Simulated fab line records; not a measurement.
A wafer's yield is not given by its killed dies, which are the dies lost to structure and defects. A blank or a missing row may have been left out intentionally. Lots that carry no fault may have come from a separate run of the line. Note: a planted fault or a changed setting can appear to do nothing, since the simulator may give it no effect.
8D (eight disciplines) problem report, filled in by code + flow nandHarc + the parts of the form that need people (team, actions taken, sign-off) are left out

== 1. THE ISSUE ==
Wafers without a fault read 898.4 W, standard deviation 2.7; rfFwdPowerW at NHARC_A_ONON_D1_DEP_33 reads a mean of 792.8 W on 2 wafers belonging to 2 lots. That is -39 standard deviations from the usual mean.
The step: deposits SiO2, target thk 200 nm.
Seen first at day 16 03:24 on pecvd-04, wafer L385.3. At this step, 18 wafers from 6 lots have a number in the record. By rule, "out" or "out of limits" means more than 4 standard deviations away from the usual mean. All remaining wafers that have a number are taken as sound.

== 2. WHAT IT IS, AND WHAT IT ISN'T ==
| question                    | is                | is not                                                                         |
|-----------------------------|-------------------|--------------------------------------------------------------------------------|
| which readings at this step | rfFwdPowerW       | heaterPowerOuterW, heaterPowerW, throttleValvePct                              |
| which lots                  | L385, L386        | L371, L374, L387, L388                                                         |
| which wafers of those lots  | L385.3, L386.5    | L385.2, L385.4, L386.1, L386.3                                                 |
| read on which tools         | pecvd-04          | pecvd-01, pecvd-02                                                             |
| when                        | from day 16 03:24 | up to then (8 sound wafers); but 8 sound wafers of L386, L387, L388 came after |

== 3. SUSPECTS, AND WHAT RULES EACH OUT ==
Counting: if a tool at a process step up to the reading ran every lot that is out, it stays a suspect. Sound lots after the first of them don't rule it out here, since some wafers of a struck lot are sound.
- pecvd-04 at NHARC_A_ONON_D1_DEP_33 (deposits SiO2, target thk 200 nm): kept. Ran every lot that is out, first one L385 (day 16 03:24); last sound lot up to then L371 (day 10 08:59). Its own rfFwdPowerW readings are out on those wafers.
- Within pecvd-04 at NHARC_A_ONON_D1_DEP_33: the wafers that are out ran in chamber 0; their sound lot-mates ran in chambers 1, 2.
Left after counting: pecvd-04 at NHARC_A_ONON_D1_DEP_33.

== 4. THE CAUSE (what the simulator had put in) ==
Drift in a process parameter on pecvd-04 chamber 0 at NHARC_A_ONON_D1_DEP_33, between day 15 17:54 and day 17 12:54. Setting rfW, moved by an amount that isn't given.
Only this tool survived the counting.

== 5. THE EFFECT CHAIN, in route order ==
Rows list readings where the struck wafers' mean (over those with a number) sits beyond 3 standard deviations from the usual. Scope: only readings with a usual standard deviation given in the record; hours: median across lots of the time from each lot's start at the first step in this table that gives one to its start at this step; sigmas: change in usual standard deviations.
| hours | step                   | reading     | usual   | on struck wafers | change | sigmas |
|-------|------------------------|-------------|---------|------------------|--------|--------|
| 0     | NHARC_A_ONON_D1_DEP_33 | rfFwdPowerW | 898.4 W | 792.8            | -105.6 | -39    |
Process steps it contains:
- NHARC_A_ONON_D1_DEP_33: deposits SiO2, target thk 200 nm.
Later steps that measure or inspect, where all struck wafers having a row at the step show a number for every such reading and not one has moved that far: NHARC_A_ONON_D1_THK_MEAS_34.

== 6. HOW IT WOULD HAVE BEEN CAUGHT EARLIER ==
In this record no reading fell out of limits until day 16 03:24, 10 hours after the fault had begun at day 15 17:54.
